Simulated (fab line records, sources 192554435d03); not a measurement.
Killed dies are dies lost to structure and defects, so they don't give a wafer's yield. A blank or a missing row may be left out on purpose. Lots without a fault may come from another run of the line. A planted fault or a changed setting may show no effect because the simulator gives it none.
Chamber matching | flow n5_finfet | N5_BEOL_M6_CURE_74 on uv_cure-01: 3 sister chambers
The step cures SiCOH lowk, time 240 s. 6 wafers are shown with their chamber, then 8 later ones without.

WAFERS WITH THEIR CHAMBER
wafer  | chamber | wafer_temp_C_max | lamp_power_pct (%)
L081.6 | 0       | 387.4            | 52.32
L076.4 | 2       | 386.6            | 52.34
L076.6 | 2       | 386.6            | 52.30
L089.3 | 1       | 386.4            | 52.24
L089.5 | 1       | 386.6            | 52.29
L088.2 | 0       | 387.7            | 52.28

WAFERS WITHOUT THEIR CHAMBER
wafer  | wafer_temp_C_max | lamp_power_pct (%)
L088.3 | 388.0            | 52.29
L088.6 | 386.8            | 52.31
L092.1 | 387.4            | 52.34
L092.2 | 387.7            | 52.33
L092.4 | 387.4            | 52.42
L097.1 | 386.0            | 52.28
L097.5 | 386.3            | 52.27
L097.6 | 386.1            | 52.16

WHICH CHAMBER EACH WENT THROUGH
wafer  | from the rows above     | in truth
L088.3 | 0                       | 0
L088.6 | can't be placed: 2 or 1 | 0
L092.1 | 0                       | 0
L092.2 | 0                       | 0
L092.4 | 0                       | 0
L097.1 | can't be placed: 1 or 2 | 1
L097.5 | can't be placed: 1 or 2 | 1
L097.6 | can't be placed: 1 or 2 | 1
Placed correctly: 4 of 8. Can't be placed from these rows: 4 (the true chamber is among the candidates in 3). Placed wrongly: 0.
How it was worked out, from the rows above alone: a wafer's distance from a chamber is the root of the sum, over the readings, of the square of ((its reading less the chamber's mean) divided by the reading's scatter). The wafer belongs to the nearest chamber; if the next one is less than 2 further off, it can't be placed. A chamber's mean is the mean of its shown wafers. The scatter: the root of (the sum of the squares of (reading less its chamber's mean) over the shown wafers, divided by (wafers less chambers)).
